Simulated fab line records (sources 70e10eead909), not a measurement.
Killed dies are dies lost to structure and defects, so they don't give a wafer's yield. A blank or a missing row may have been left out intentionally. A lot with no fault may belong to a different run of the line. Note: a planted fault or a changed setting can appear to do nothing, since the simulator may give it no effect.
Chamber matching -- flow nandHarc -- NHARC_P_BONDPAD_ETCH_37 on rieDiel-09 has 4 sister chambers
The step etches the open film in N2/H2, target depth 60 nm, overetch 18 nm, time 65.91 s. 4 wafers are shown with their chamber, then 8 later ones without.

## WAFERS PAIRED WITH THEIR CHAMBERS
wafer,chamber,drypumpMotorCurrentA (A)
L450.5,1,5.1
L452.2,2,5.1
L452.6,0,5.7
L453.3,3,6.5

## WAFERS WITH NO CHAMBER GIVEN
wafer,drypumpMotorCurrentA (A)
L453.4,5.1
L453.5,6.5
L454.1,6.4
L454.5,5.1
L454.6,5.7
L455.2,6.5
L455.3,5.1
L455.4,5.0

## EACH ONE'S CHAMBER
wafer,from the rows above,in truth
L453.4,can't be placed: 1 or 2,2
L453.5,3,3
L454.1,3,3
L454.5,can't be placed: 1 or 2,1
L454.6,0,0
L455.2,3,3
L455.3,can't be placed: 1 or 2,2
L455.4,can't be placed: 1 or 2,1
Placed correctly: 4 of 8. Cannot be placed on the basis of these rows: 4; the candidates contain the true chamber in 4. Number placed wrongly: 0.
How it was worked out, from the rows above alone: a wafer's distance from a chamber is the root of the sum, over the readings, of the square of ((its reading less the chamber's mean) divided by the reading's scatter). The wafer belongs to the nearest chamber; if the next one is less than 2 further off, it can't be placed. For every chamber, the mean is computed from those of its wafers that are shown. The scatter: with one shown wafer a chamber, the root of the mean of the squares of how far each hidden wafer lies from its nearest shown one.
